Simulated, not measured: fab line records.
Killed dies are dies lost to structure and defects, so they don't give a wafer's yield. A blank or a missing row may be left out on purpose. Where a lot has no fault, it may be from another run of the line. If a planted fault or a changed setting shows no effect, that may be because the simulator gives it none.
Matching of chambers / flow n5_finfet / N5_FIN_SAQP_HM_DEP_72 on pecvd-03 has 3 sister chambers
The step deposits SiO2 from SiH4/N2O, target thk 12 nm, time 7.2 s. 27 wafers are shown with their chamber, then 12 later ones without.

## EACH WAFER AND ITS CHAMBER
wafer=L074.1; chamber=0; showerhead_plenum_p_Torr (Torr)=7.94; heater_power_w (W)=764; chamber_pressure_Torr (Torr)=0.7521
wafer=L074.3; chamber=1; showerhead_plenum_p_Torr (Torr)=8.20; heater_power_w (W)=779; chamber_pressure_Torr (Torr)=0.7488
wafer=L074.6; chamber=2; showerhead_plenum_p_Torr (Torr)=8.34; heater_power_w (W)=765; chamber_pressure_Torr (Torr)=0.7493
wafer=L075.1; chamber=0; showerhead_plenum_p_Torr (Torr)=7.95; heater_power_w (W)=778; chamber_pressure_Torr (Torr)=0.7486
wafer=L075.4; chamber=1; showerhead_plenum_p_Torr (Torr)=8.20; heater_power_w (W)=678; chamber_pressure_Torr (Torr)=0.7497
wafer=L075.5; chamber=0; showerhead_plenum_p_Torr (Torr)=7.98; heater_power_w (W)=780; chamber_pressure_Torr (Torr)=0.7502
wafer=L076.2; chamber=1; showerhead_plenum_p_Torr (Torr)=8.20; heater_power_w (W)=732; chamber_pressure_Torr (Torr)=0.7484
wafer=L076.3; chamber=0; showerhead_plenum_p_Torr (Torr)=7.98; heater_power_w (W)=785; chamber_pressure_Torr (Torr)=0.7497
wafer=L076.6; chamber=1; showerhead_plenum_p_Torr (Torr)=8.22; heater_power_w (W)=755; chamber_pressure_Torr (Torr)=0.7499
wafer=L077.3; chamber=1; showerhead_plenum_p_Torr (Torr)=8.18; heater_power_w (W)=717; chamber_pressure_Torr (Torr)=0.7501
wafer=L077.4; chamber=1; showerhead_plenum_p_Torr (Torr)=8.18; heater_power_w (W)=711; chamber_pressure_Torr (Torr)=0.7510
wafer=L077.6; chamber=0; showerhead_plenum_p_Torr (Torr)=7.99; heater_power_w (W)=700; chamber_pressure_Torr (Torr)=0.7502
wafer=L078.1; chamber=2; showerhead_plenum_p_Torr (Torr)=8.36; heater_power_w (W)=838; chamber_pressure_Torr (Torr)=0.7496
wafer=L078.3; chamber=0; showerhead_plenum_p_Torr (Torr)=7.99; heater_power_w (W)=725; chamber_pressure_Torr (Torr)=0.7477
wafer=L078.5; chamber=2; showerhead_plenum_p_Torr (Torr)=8.37; heater_power_w (W)=826; chamber_pressure_Torr (Torr)=0.7473
wafer=L079.1; chamber=0; showerhead_plenum_p_Torr (Torr)=7.96; heater_power_w (W)=727; chamber_pressure_Torr (Torr)=0.7529
wafer=L079.5; chamber=0; showerhead_plenum_p_Torr (Torr)=7.97; heater_power_w (W)=728; chamber_pressure_Torr (Torr)=0.7503
wafer=L079.6; chamber=2; showerhead_plenum_p_Torr (Torr)=8.38; heater_power_w (W)=843; chamber_pressure_Torr (Torr)=0.7484
wafer=L081.4; chamber=2; showerhead_plenum_p_Torr (Torr)=8.35; heater_power_w (W)=896; chamber_pressure_Torr (Torr)=0.7488
wafer=L081.5; chamber=2; showerhead_plenum_p_Torr (Torr)=8.36; heater_power_w (W)=725; chamber_pressure_Torr (Torr)=0.7499
wafer=L081.6; chamber=0; showerhead_plenum_p_Torr (Torr)=7.97; heater_power_w (W)=772; chamber_pressure_Torr (Torr)=0.7504
wafer=L084.1; chamber=0; showerhead_plenum_p_Torr (Torr)=7.96; heater_power_w (W)=772; chamber_pressure_Torr (Torr)=0.7520
wafer=L084.2; chamber=1; showerhead_plenum_p_Torr (Torr)=8.21; heater_power_w (W)=790; chamber_pressure_Torr (Torr)=0.7509
wafer=L084.3; chamber=2; showerhead_plenum_p_Torr (Torr)=8.38; heater_power_w (W)=766; chamber_pressure_Torr (Torr)=0.7512
wafer=L085.2; chamber=2; showerhead_plenum_p_Torr (Torr)=8.38; heater_power_w (W)=812; chamber_pressure_Torr (Torr)=0.7518
wafer=L085.3; chamber=0; showerhead_plenum_p_Torr (Torr)=7.98; heater_power_w (W)=783; chamber_pressure_Torr (Torr)=0.7482
wafer=L085.4; chamber=0; showerhead_plenum_p_Torr (Torr)=7.97; heater_power_w (W)=745; chamber_pressure_Torr (Torr)=0.7485

SIGNATURES (means of the wafers above)
reading=showerhead_plenum_p_Torr; chamber 0=7.9700; chamber 1=8.1986; chamber 2=8.3650; scatter within a chamber=0.0151
reading=heater_power_w; chamber 0=754.92; chamber 1=737.43; chamber 2=808.88; scatter within a chamber=40.4
reading=chamber_pressure_Torr; chamber 0=0.750067; chamber 1=0.749829; chamber 2=0.749537; scatter within a chamber=0.00145
Rule: a wafer's distance from a chamber is the root of the sum, over the readings, of the square of ((its reading less the chamber's mean) divided by the reading's scatter). If the next closest chamber is less than 2 further off than the closest, the wafer can't be placed; otherwise it belongs to the closest. The scatter is the square root of a quotient: the sum, over the shown wafers, of each reading's squared deviation from its chamber's mean, divided by wafers minus chambers.

## WAFERS WITH NO CHAMBER GIVEN
wafer=L088.1; showerhead_plenum_p_Torr (Torr)=8.20; heater_power_w (W)=768; chamber_pressure_Torr (Torr)=0.7503
wafer=L088.3; showerhead_plenum_p_Torr (Torr)=7.96; heater_power_w (W)=774; chamber_pressure_Torr (Torr)=0.7485
wafer=L088.4; showerhead_plenum_p_Torr (Torr)=7.97; heater_power_w (W)=794; chamber_pressure_Torr (Torr)=0.7490
wafer=L089.3; showerhead_plenum_p_Torr (Torr)=8.22; heater_power_w (W)=767; chamber_pressure_Torr (Torr)=0.7508
wafer=L089.5; showerhead_plenum_p_Torr (Torr)=8.21; heater_power_w (W)=772; chamber_pressure_Torr (Torr)=0.7478
wafer=L089.6; showerhead_plenum_p_Torr (Torr)=8.38; heater_power_w (W)=817; chamber_pressure_Torr (Torr)=0.7513
wafer=L090.2; showerhead_plenum_p_Torr (Torr)=8.21; heater_power_w (W)=762; chamber_pressure_Torr (Torr)=0.7496
wafer=L090.5; showerhead_plenum_p_Torr (Torr)=8.20; heater_power_w (W)=774; chamber_pressure_Torr (Torr)=0.7517
wafer=L090.6; showerhead_plenum_p_Torr (Torr)=7.97; heater_power_w (W)=784; chamber_pressure_Torr (Torr)=0.7514
wafer=L095.1; showerhead_plenum_p_Torr (Torr)=8.37; heater_power_w (W)=838; chamber_pressure_Torr (Torr)=0.7525
wafer=L095.2; showerhead_plenum_p_Torr (Torr)=8.21; heater_power_w (W)=753; chamber_pressure_Torr (Torr)=0.7492
wafer=L095.4; showerhead_plenum_p_Torr (Torr)=7.99; heater_power_w (W)=769; chamber_pressure_Torr (Torr)=0.7512

## EACH ONE'S CHAMBER
wafer=L088.1; from the rows above=1; in truth=1
wafer=L088.3; from the rows above=0; in truth=0
wafer=L088.4; from the rows above=0; in truth=0
wafer=L089.3; from the rows above=1; in truth=1
wafer=L089.5; from the rows above=1; in truth=1
wafer=L089.6; from the rows above=2; in truth=2
wafer=L090.2; from the rows above=1; in truth=1
wafer=L090.5; from the rows above=1; in truth=1
wafer=L090.6; from the rows above=0; in truth=0
wafer=L095.1; from the rows above=2; in truth=2
wafer=L095.2; from the rows above=1; in truth=1
wafer=L095.4; from the rows above=0; in truth=0
Placed correctly: 12 of 12. Not placeable from these rows: 0. 0 placed wrongly.
